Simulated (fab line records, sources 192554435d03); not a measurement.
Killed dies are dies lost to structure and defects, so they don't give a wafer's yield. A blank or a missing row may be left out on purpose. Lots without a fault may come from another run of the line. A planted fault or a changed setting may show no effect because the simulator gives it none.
Problem report in the 8D (eight disciplines) form, filled by code | flow n5_finfet | the parts of the form that need people (team, actions taken, sign-off) are left out

1. THE PROBLEM
run_length_s at N5_BEOL_M12_ETCH_68 reads a mean of 417.7 s on 3 wafers of 2 lots; wafers without a fault read 308.5 s with a standard deviation of 0.41. That is +99 or more standard deviations from the usual mean.
The step: etches SOC in N2/H2, time 285 s.
First seen on wafer L614.5, day 13 09:20, on rie_diel-01. The record holds 18 wafers of 6 lots with a number at this step. Rule for "out", or "out of limits": more than 4 standard deviations from the usual mean. The other wafers with a number count as sound.

2. WHAT IT IS AND WHAT IT IS NOT
question                    | is                     | is not
which readings at this step | run_length_s           | drypump_motor_current_A, oes_product_au, rf_vpp_V, showerhead_plenum_p_Torr, throttle_valve_pct
which lots                  | L614, L619             | L610, L613, L621, L626
which wafers of those lots  | L614.5, L614.6, L619.5 | L614.1, L619.2, L619.4
read on which tools         | rie_diel-01            | rie_diel-02, rie_diel-05
when                        | from day 13 09:20      | up to then (7 sound wafers); but 8 sound wafers of L619, L621, L626 came after

3. SUSPECTS, AND WHAT RULES EACH OUT
Counting: a tool at a process step up to the reading stays a suspect if it ran every lot that is out. Sound lots after the first of them don't rule it out here, since some wafers of a struck lot are sound.
- rie_diel-01 at N5_BEOL_M12_DESCUM_33 (chemistry O2, time 7.9 s): kept. It ran every lot that is out, first L614 (day 13 09:09); its last sound lot up to then is L613 (day 12 08:37).
- rie_diel-01 at N5_BEOL_M12_ETCH_67 (etches SiARC in CF4, target depth 143 nm, time 238.3 s): kept. It ran every lot that is out, first L614 (day 13 09:11); its last sound lot up to then is L613 (day 12 08:38).
- rie_diel-01 at N5_BEOL_M12_ETCH_68 (etches SOC in N2/H2, time 285 s): kept. It ran every lot that is out, first L614 (day 13 09:20); its last sound lot up to then is L613 (day 12 08:47). Its own readings are out on those wafers: run_length_s.
Left after counting: rie_diel-01 at N5_BEOL_M12_DESCUM_33, rie_diel-01 at N5_BEOL_M12_ETCH_67, rie_diel-01 at N5_BEOL_M12_ETCH_68.

4. THE CAUSE (what the simulator had put in)
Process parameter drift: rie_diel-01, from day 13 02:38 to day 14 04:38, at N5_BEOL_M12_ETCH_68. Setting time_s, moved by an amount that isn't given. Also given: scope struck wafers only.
Counting left 3 suspects, and this tool is among them.

5. THE CHAIN OF EFFECTS, in route order
Each row: a reading whose mean over the struck wafers that have a number lies more than 3 standard deviations from the usual. Only readings for which the record gives a usual standard deviation are gone through. hours: the time from each lot's start at the first step in this table that gives one to its start at this step, as a median over the lots. sigmas: the change in usual standard deviations.
hours | step                | reading      | usual   | on struck wafers | change | sigmas
0     | N5_BEOL_M12_ETCH_68 | run_length_s | 308.5 s | 417.7            | +109.2 | +99 or more
The process steps in it:
- N5_BEOL_M12_ETCH_68: etches SOC in N2/H2, time 285 s.

6. WHAT WOULD HAVE CAUGHT IT SOONER
In this record the first reading out of limits was taken at day 13 09:20, 7 hours after the fault began at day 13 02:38.
